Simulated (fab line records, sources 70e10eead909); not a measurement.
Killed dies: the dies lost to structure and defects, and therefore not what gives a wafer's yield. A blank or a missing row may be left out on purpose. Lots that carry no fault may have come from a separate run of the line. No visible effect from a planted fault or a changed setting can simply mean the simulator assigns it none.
Problem report in the 8D (eight disciplines) form, filled by code || flow nand_harc || the parts of the form that need people (team, actions taken, sign-off) are left out

1. THE ISSUE
At NHARC_END_SORT_01, killed_at_array averages 97 over 6 wafers from 2 lots, while fault-free wafers read 27, standard deviation 10. Relative to the usual mean, that is a shift of +7.0 standard deviations.
First observed at day 25 00:04: wafer L944.1, on prober-01. The record holds 6 wafers of 2 lots with a number at this step. Rule for "out", or "out of limits": more than 4 standard deviations from the usual mean. Any other wafer with a number is counted as sound.

2. WHAT THIS IS AND IS NOT
{"question": "which readings at this step", "is": "killed_at_array, killed_dies", "is not": "killed_at_other, killed_open"}
{"question": "which lots", "is": "L944, L945", "is not": "-"}
{"question": "which wafers of those lots", "is": "all that have a number", "is not": "-"}
{"question": "read on which gauges", "is": "prober-01, prober-02", "is not": "-"}
{"question": "when", "is": "from day 25 00:04", "is not": "up to then (0 sound wafers)"}

3. WHAT RULES OUT EACH SUSPECT
Counting: a tool at any process step up to the reading remains a suspect when it ran all the lots that are out and ran no sound lot after the first of those.
- the gauge at NHARC_END_SORT_01 has been ruled out. 2 gauges (prober-01, prober-02) read the wafers that are out.
- rie_diel-05 at NHARC_A_CONTACT_ETCH_88 (etches the open film in CF4, target depth 39 nm, time 65 s): kept. It ran every lot that is out, first L945 (day 21 14:22), and no sound lot after that.
The count leaves rie_diel-05 at NHARC_A_CONTACT_ETCH_88.

4. THE CAUSE (what the simulator had put in)
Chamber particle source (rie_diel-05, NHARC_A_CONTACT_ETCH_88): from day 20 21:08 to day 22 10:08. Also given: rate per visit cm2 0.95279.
This tool alone remained once counting was done.

5. THE CHAIN OF EFFECTS, in route order
One row per reading whose mean, taken over the struck wafers that have a number, lies over 3 standard deviations from the usual. Only readings for which the record gives a usual standard deviation are gone through. hours: the time from each lot's start at the first step in this table that gives one to its start at this step, as a median over the lots. sigmas: the change in usual standard deviations.
{"hours": 0, "step": "NHARC_END_SORT_01", "reading": "killed_at_array", "usual": 27, "on struck wafers": 97, "change": "+70", "sigmas": "+7.0"}
{"hours": 0, "step": "NHARC_END_SORT_01", "reading": "killed_dies", "usual": 31, "on struck wafers": 100, "change": "+70", "sigmas": "+7.2"}

6. WHAT WOULD HAVE CAUGHT IT SOONER
In this record the first reading out of limits at a measuring or inspecting step was taken at day 25 00:04, 99 hours after the fault began at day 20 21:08.
Tool readings at NHARC_A_CONTACT_ETCH_88 with a usual standard deviation given in the record: none out on any struck wafer, hence no alarm at a limit of 4 standard deviations on them.
Each of the lots that are out, 2 in all, had begun NHARC_A_CONTACT_ETCH_88 on rie_diel-05 no later than day 25 00:04. Holding the tool at that point would not have protected any of them.
